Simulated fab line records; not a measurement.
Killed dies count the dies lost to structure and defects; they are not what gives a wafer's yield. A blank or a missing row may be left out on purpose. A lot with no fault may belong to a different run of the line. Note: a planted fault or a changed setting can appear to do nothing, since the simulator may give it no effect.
fab line records | flow nand-harc
record: lots: 13 wafers: 39 last-day: 33
route steps=1302 shown A_ZERO_WELL@404 A_SOURCE_PLATE@420 A_ONON_D1@438 END@1302
lots that met no fault: taken from a fault-free run of the same line
start-h: hours from the record's opening day to when the first of the lot's shown wafers began | wait-h: hours from the lot's prior step to this one | " repeats the value in the row above | L1.1+2: one row covering several wafers at once | - either no value or no given start | * or withheld: withheld | < > ~ a bound
route shown NAME@n: a module of which the file shows steps, and the number in the route of the first | usual: the fault-free wafers' mean and standard deviation | same: alike in all rows | chamber/n: place in a boat | sites: readings site by site | _std_site: how widely they spread, as a standard deviation | _edge_site: mean of outer sites minus mean of inner sites | radius-mm: for every site, how far away it sits from the centre of the wafer | mask NAME#n: copy n | behind: the last tool/chamber to shape the wafer | hold: cause of the lot's hold/its duration in hours/its outcome | device: which transistor (n, p or np) failed to switch | end of line: the tests these same wafers got at the end of their route | a step without rows: its recipe alone | killed: dies that structure and defects cost at the first sort, which is not the same as the wafer's yield | map: per-die view of a wafer (x killed, . not killed, _ where there is no die)
set.NAME: the setting that was run; set.NAME@STEP: the one run at that earlier step | model.NAME: the simulator's own value behind a step, which no gauge read
steps of the route over a sample of lots; a table a step, a row a wafer
services: when a tool's chamber went out of use (start-h, in hours from the record's first day, below 0 if earlier), for how many hours, and the reason
== steps ==
step: NHARC_A_ZERO_WELL_ETCH_19
recipe: target-depth-a: 800 overetch-a: 240 time-s: 87.88 ion-energy-ev: 200 n2-flow-sccm: 150 h2-flow-sccm: 150 ar-flow-sccm: 0 rf-w: 400 bias-w: 150 chemistry: N2/H2
usual: chamber-pressure-mTorr: 29.998/0.027 drypump-motor-current-A: 5.8/0.42 oes-product-au: 1.000/0.009 rf-vpp-V: 429.8/1.8 showerhead-plenum-p-Torr: 2.01/0.058 throttle-valve-pct: 14.171/0.0094
columns lot.wafer tool chamber start-h wait-h chamber-pressure-mTorr drypump-motor-current-A oes-product-au rf-hours-counter-h rf-vpp-V showerhead-plenum-p-Torr throttle-valve-pct
L296.1 rie-diel-05 1 153.17 0.1 29.990 5.5 1.013 14 432.7 2.17 14.158
L296.2 " 2 " " 29.969 5.8 0.981 13 430.4 2.05 14.155
L296.5 " 2 " " 30.026 5.8 0.981 - 430.7 2.05 14.175
L298.4 rie-diel-05 1 169.33 0.1 30.026 5.5 1.011 18 435.4 2.17 14.163
L298.6 " 3 " " 29.992 4.9 1.012 - 430.1 1.98 14.154
L298.5 " 0 " " 29.999 5.5 1.008 - 429.8 2.01 14.176
L299.2 rie-diel-11 3 182.75 0.1 29.988 6.2 0.985 2 430.2 2.02 14.181
L299.1 " 0 " " 29.996 6.2 1.006 3 429.2 1.98 14.166
L299.5 " 0 " " 30.036 6.3 1.010 - 428.0 1.98 14.169
L301.1 rie-diel-11 3 200.07 0.1 29.977 6.3 1.005 3 431.2 2.02 14.179
L301.4 " 0 " " 29.980 6.3 1.006 3 428.3 1.98 14.167
L301.6 " 0 " " 30.021 6.3 1.002 - 430.2 1.98 14.173
L302.3 rie-diel-11 0 216.89 0.1 30.001 6.2 1.001 4 430.6 1.98 14.182
L302.1 " 1 " " 29.976 5.9 0.996 4 431.3 2.00 14.190
L302.5 " 0 " " 30.040 6.3 0.993 - 428.2 1.98 14.169
L305.3 rie-diel-11 3 233.54 0.1 30.013 6.3 1.005 4 429.3 2.02 14.169
L305.5 " 3 " " 29.987 6.3 1.014 - 430.5 2.02 14.178
L305.6 " 0 " " 29.943 6.2 1.008 - 429.2 1.98 14.164
L309.3 rie-diel-11 1 282.02 0.1 29.996 5.9 0.993 0 428.8 2.00 14.171
L309.2 " 0 " " 29.990 6.3 0.994 0 428.0 1.98 14.167
L309.6 " 1 " " 30.036 5.9 0.998 - 429.1 2.00 14.169
L310.2 rie-diel-05 3 282.97 0.1 30.001 4.9 0.992 1 427.7 1.98 14.165
L310.3 " 0 " " 29.961 5.5 0.994 2 429.7 2.01 14.170
L310.4 " 2 " " 29.988 5.8 0.995 2 430.2 2.05 14.176
L311.3 rie-diel-11 1 301.37 0.1 30.004 5.9 1.004 1 430.5 2.00 14.171
L311.4 " 0 " " 30.008 6.2 1.007 1 427.9 1.98 14.162
L311.5 " 2 " " 29.968 6.1 1.009 - 430.7 1.99 14.173
L314.1 rie-diel-11 3 338.64 0.1 29.990 6.2 1.011 2 431.0 2.02 14.179
L314.5 " 0 " " 29.986 6.2 0.997 - 427.9 1.98 14.172
L314.6 " 1 " " 29.989 5.9 0.996 - 429.1 2.00 14.174
L315.3 rie-diel-05 0 345.16 0.1 30.053 5.5 0.992 14 429.0 2.00 14.174
L315.2 " 1 " " 30.037 5.5 1.006 14 433.4 2.16 14.182
L315.5 " 0 " " 30.036 5.5 0.993 - 429.8 2.00 14.174
L317.1 rie-diel-03 2 359.10 0.1 29.992 5.2 0.979 25 432.2 2.14 14.157
L317.3 " 0 " " 30.028 6.3 1.001 23 428.8 1.96 14.183
L317.5 " 3 " " 30.016 5.4 0.999 - 429.2 1.95 14.164
L318.2 rie-diel-11 1 367.16 0.1 30.032 5.9 0.979 2 429.4 2.00 14.168
L318.4 " 2 " " 30.013 6.0 0.983 2 427.7 1.99 14.163
L318.6 " 0 " " 29.979 6.2 0.985 - 427.6 1.98 14.178
step: NHARC_A_SOURCE_PLATE_THK_MEAS_06
recipe: thk-meas-gauge: ellipsometry
usual: thk-nm: 200.7/2.1
columns lot.wafer tool chamber start-h wait-h thk-nm
L296.1 film-metro-01 - 175.18 0.4 200.3
L296.2 " - " " 200.0
L296.5 " - " " 201.2
L298.4 film-metro-02 - 192.55 0.4 197.0
L298.5 " - " " 202.6
L298.6 " - " " 198.5
L299.1 film-metro-02 - 205.84 0.4 203.0
L299.2 " - " " 203.1
L299.5 " - " " 202.3
L301.1 film-metro-02 - 222.09 0.4 202.4
L301.4 " - " " 203.5
L301.6 " - " " 201.9
L302.1 film-metro-01 - 239.57 0.4 202.0
L302.3 " - " " 204.0
L302.5 " - " " 203.5
L305.3 film-metro-02 - 254.76 0.4 200.6
L305.5 " - " " 200.4
L305.6 " - " " 198.5
L310.2 film-metro-02 - 305.78 0.4 201.3
L310.3 " - " " 201.1
L310.4 " - " " 203.9
L309.2 film-metro-01 - 305.79 0.4 202.3
L309.3 " - " " 202.1
L309.6 " - " " 198.1
L311.3 film-metro-01 - 323.91 0.4 201.4
L311.4 " - " " 201.5
L311.5 " - " " 202.1
L314.1 film-metro-02 - 361.80 0.4 197.9
L314.5 " - " " 197.1
L314.6 " - " " 197.5
L315.2 film-metro-02 - 366.64 0.4 200.5
L315.3 " - " " 199.6
L315.5 " - " " 199.2
L317.1 film-metro-01 - 380.99 0.4 205.6
L317.3 " - " " 202.6
L317.5 " - " " 203.9
L318.2 film-metro-01 - 388.67 0.4 199.3
L318.4 " - " " 202.2
L318.6 " - " " 198.3
step: NHARC_A_ONON_D1_DEP_19
recipe: target-thk-a: 10000 n2-flow-sccm: 2750 n2o-flow-sccm: 2000 nh3-flow-sccm: 500 sih4-flow-sccm: 210 temp-c: 400
usual: n2-flow-sccm: 2751/8.2 n2o-flow-sccm: 2002/6
columns lot.wafer tool chamber start-h wait-h n2-flow-sccm n2o-flow-sccm
L296.1 pecvd-onon-04 0 187.17 0.1 2749 2001
L296.2 " 0 " " 2748 1997
L296.5 " 0 " " 2757 2000
L298.4 pecvd-onon-03 0 203.25 0.2 2745 1999
L298.5 " 0 " " 2750 2009
L298.6 " 0 " " 2752 2012
L299.1 pecvd-onon-04 0 219.40 0.1 2741 2000
L299.2 " 0 " " 2755 2006
L299.5 " 0 " " 2755 2006
L301.1 pecvd-onon-04 0 235.89 0.1 2748 2007
L301.4 " 0 " " 2746 2003
L301.6 " 0 " " 2756 1995
L302.1 pecvd-onon-03 0 250.29 0.1 2753 1996
L302.3 " 0 " " 2756 2003
L302.5 " 0 " " 2750 2017
L305.3 pecvd-onon-04 0 265.60 0.2 2763 1995
L305.5 " 0 " " 2755 2000
L305.6 " 0 " " 2750 2002
L310.2 pecvd-onon-03 - 316.58 0.1 - -
L310.3 " - " " - -
L310.4 " - " " - -
L309.2 pecvd-onon-02 - 316.59 0.1 - -
L309.3 " - " " - -
L309.6 " - " " - -
L311.3 pecvd-onon-02 0 334.79 0.2 2757 2016
L311.4 " 0 " " 2754 2008
L311.5 " 0 " " 2752 2000
L314.1 pecvd-onon-03 0 372.59 0.1 2749 2004
L314.5 " 0 " " 2733 1995
L314.6 " 0 " " 2748 2007
L315.2 pecvd-onon-02 0 380.49 0.1 2740 2010
L315.3 " 0 " " 2751 2000
L315.5 " 0 " " 2744 2003
L317.1 pecvd-onon-03 0 396.15 0.1 2746 2002
L317.3 " 0 " " 2751 2008
L317.5 " 0 " " 2748 2004
L318.2 pecvd-onon-04 0 396.21 0.1 2754 1993
L318.4 " 0 " " 2739 1992
L318.6 " 0 " " 2741 1992
step: NHARC_A_ONON_D1_INSPECT_32
usual: raw-defect-count: 76/26
columns lot.wafer tool chamber start-h wait-h raw-defect-count
L296.1 defect-inspect-01 - 189.94 0.0 79
L296.2 " - " " 68
L296.5 " - " " 95
L298.4 defect-inspect-02 - 205.83 0.0 75
L298.5 " - " " 94
L298.6 " - " " 98
L299.1 defect-inspect-01 - 222.15 0.0 105
L299.2 " - " " 90
L299.5 " - " " 66
L301.1 defect-inspect-02 - 238.78 0.0 42
L301.4 " - " " 81
L301.6 " - " " 80
L302.1 defect-inspect-02 - 253.06 0.0 101
L302.3 " - " " 97
L302.5 " - " " 72
L305.3 defect-inspect-02 - 268.23 0.0 63
L305.5 " - " " 81
L305.6 " - " " 84
L310.2 defect-inspect-02 - 319.29 0.0 68
L310.3 " - " " 51
L310.4 " - " " 57
L309.2 defect-inspect-01 - 319.29 0.0 68
L309.3 " - " " 77
L309.6 " - " " 85
L311.3 defect-inspect-02 - 337.42 0.0 51
L311.4 " - " " 37
L311.5 " - " " 57
L314.1 defect-inspect-02 - 375.36 0.0 60
L314.5 " - " " 86
L314.6 " - " " 83
L315.2 defect-inspect-02 - 383.18 0.0 51
L315.3 " - " " 150
L315.5 " - " " 65
L318.2 defect-inspect-01 - 398.90 0.0 69
L318.4 " - " " 83
L318.6 " - " " 106
L317.1 defect-inspect-02 - 398.92 0.0 30
L317.3 " - " " 66
L317.5 " - " " 42
step: NHARC_END_SORT_01
recipe: temp-c: 25
usual: killed-at-array: 59/20 killed-at-other: 0.8/1 killed-at-periphery: 3.2/2.1 killed-dies: 63/21 killed-open: 3.0/1.9 killed-short: 2.3/1.5
same: gross-dies: 677
columns lot.wafer tool chamber start-h wait-h killed-at-array killed-at-other killed-at-periphery killed-dies killed-open killed-short
L301.1 prober-01 0 637.49 2.5 59 0 2 61 3 2
L301.4 prober-01 0 639.88 3.4 68 0 1 69 1 1
L301.6 prober-01 0 641.47 4.0 74 0 3 77 3 4
L309.2 prober-01 0 702.23 2.8 671 0 6 677 9 2
L309.3 prober-01 0 703.04 3.1 672 0 5 677 3 2
L309.6 prober-01 0 705.45 4.0 668 0 9 677 5 4
L310.2 prober-01 0 710.06 2.8 673 0 4 677 4 2
L310.3 prober-01 0 710.85 3.1 675 0 2 677 3 2
L310.4 prober-01 0 711.64 3.4 675 0 2 677 4 0
killed by level:class
L301.1 A_SLIT:chamber-film-flake=28 A_CHANNEL_HOLE_D2:chamber-film-flake=9 A_CONTACT:chamber-film-flake=4 A_CHANNEL_HOLE_D1:chamber-film-flake=3 A_DECK1_JOINT:chamber-film-flake=3 A_SGD_CUT:chamber-film-flake=3 A_STAIRCASE:chamber-film-flake=2 A_WL_FILL:chamber-film-flake=2
L301.4 A_SLIT:chamber-film-flake=37 A_CHANNEL_HOLE_D2:chamber-film-flake=14 A_CONTACT:chamber-film-flake=6 A_DECK1_JOINT:chamber-film-flake=3 A_WL_FILL:chamber-film-flake=2 A_BLC:geometric-particle:open=1 A_M0:geometric-particle:short=1 P_GATE:chamber-film-flake=1
L301.6 A_SLIT:chamber-film-flake=37 A_CONTACT:chamber-film-flake=13 A_CHANNEL_HOLE_D2:chamber-film-flake=10 A_STAIRCASE:chamber-film-flake=4 A_ONON_D2:geometric-particle:short=2 A_CHANNEL_HOLE_D1:chamber-film-flake=2 P_CONTACT:geometric-particle:open=1 P_M0:geometric-particle:open=1
L309.2 A_ONON_D1:area-dep=604 A_CHANNEL_HOLE_D1:chamber-film-flake=26 A_CHANNEL_HOLE_D2:chamber-film-flake=26 A_WL_FILL:geometric-particle:open=4 A_CONTACT:chamber-film-flake=4 P_CONTACT:geometric-particle:open=2 P_GATE:chamber-film-flake=2 P_GATE:geometric-particle:open=1
L309.3 A_ONON_D1:area-dep=594 A_CHANNEL_HOLE_D1:chamber-film-flake=33 A_CHANNEL_HOLE_D2:chamber-film-flake=23 A_CONTACT:chamber-film-flake=5 A_CHANNEL_FILL_D1:chamber-film-flake=3 A_SLIT:chamber-film-flake=3 A_M1:chamber-film-flake=3 P_GATE:chamber-film-flake=2
L309.6 A_ONON_D1:area-dep=602 A_CHANNEL_HOLE_D1:chamber-film-flake=27 A_CHANNEL_HOLE_D2:chamber-film-flake=19 A_CONTACT:chamber-film-flake=7 A_WL_FILL:geometric-particle:short=3 P_BONDPAD:chamber-film-flake=3 A_CHANNEL_FILL_D2:chamber-film-flake=3 A_ONON_D2:geometric-particle:open=2
L310.2 A_ONON_D1:area-dep=649 A_CHANNEL_HOLE_D1:chamber-film-flake=8 A_SLIT:chamber-film-flake=4 A_CHANNEL_FILL_D1:geometric-particle:open=2 P_STI:chamber-film-flake=2 A_CHANNEL_HOLE_D2:chamber-film-flake=2 A_WL_FILL:chamber-film-flake=2 P_GATE:geometric-particle:short=1
L310.3 A_ONON_D1:area-dep=654 A_CHANNEL_HOLE_D1:chamber-film-flake=8 A_SLIT:chamber-film-flake=5 A_ONON_D2:geometric-particle:short=2 A_CONTACT:chamber-film-flake=2 P_CONTACT:geometric-particle:open=1 A_CHANNEL_HOLE_D2:geometric-particle:open=1 A_M0:geometric-particle:open=1
L310.4 A_ONON_D1:area-dep=652 A_CHANNEL_HOLE_D1:chamber-film-flake=12 A_SLIT:chamber-film-flake=6 P_CONTACT:geometric-particle:open=1 P_M0:geometric-particle:open=1 A_CHANNEL_FILL_D1:geometric-particle:open=1 A_SGD_CUT:geometric-particle:open=1 A_CHANNEL_FILL_D1:chamber-film-flake=1
== services ==
columns tool chamber start-h hours kind
pecvd-onon-04 - 130.46 13.0 pm
rie-diel-11 0 136.50 - clean
rie-diel-11 1 136.50 - clean
rie-diel-11 2 136.50 - clean
rie-diel-11 3 136.50 - clean
rie-diel-03 1 173.72 6.8 repair
pecvd-onon-02 - 185.53 13.0 pm
pecvd-onon-03 - 230.63 13.0 pm
rie-diel-05 1 234.06 6.6 repair
rie-diel-05 - 237.82 0.6 repair
rie-diel-03 2 249.87 12.2 repair
rie-diel-05 - 252.25 9.0 pm
rie-diel-11 - 255.50 9.0 pm
rie-diel-05 3 263.37 3.2 repair
rie-diel-05 - 267.07 1.0 repair
rie-diel-03 - 284.60 9.0 pm
pecvd-onon-04 - 311.46 13.0 pm
rie-diel-05 2 320.37 6.9 repair
rie-diel-11 0 326.31 7.6 repair
pecvd-onon-02 - 327.18 0.1 repair
rie-diel-05 2 365.53 8.4 repair
pecvd-onon-02 - 366.53 13.0 pm
rie-diel-11 2 391.65 5.0 repair
pecvd-onon-03 - 393.04 1.0 repair
== key ==
first-sign: step: NHARC_A_ONON_D1_DEP_19 reading: tool-record direction: missing
effect: step: NHARC_END_SORT_01 reading: killed-at-array direction: up sigmas: 30 usual: 59 struck: 672
more-kills-born-at: NHARC_A_ONON_D1_DEP_19@pecvd-onon-03: 1955 NHARC_A_ONON_D1_DEP_19@pecvd-onon-02: 1800
met-at NHARC_A_ONON_D1_DEP_19
struck-lots L309,L310
later-rows-left-out L309.2,L309.3,L309.6,L310.2,L310.3,L310.4
tester-left-out L309,L310
not-acting-at NHARC_A_ZERO_WELL_ETCH_19,NHARC_A_SOURCE_PLATE_THK_MEAS_06,NHARC_A_ONON_D1_INSPECT_32
onset-between 250.29 316.58
fault: kind: skipped-step-whole tool: pecvd-onon-02,pecvd-onon-03 chamber: - onset-h: 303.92 steps: NHARC_A_ONON_D1_DEP_19 scope: struck-lots-only
tester-left-out: of these lots the tester's yield and bins aren't shown, on N5 and GAA mostly nor the transistor test; their killed dies are dies lost to structure and defects alone, not to doping, threshold or leakage, so they don't give the yield
later-rows-left-out: the simulator's readings of these wafers behind a module that went badly wrong aren't trusted and aren't shown, but for the sort
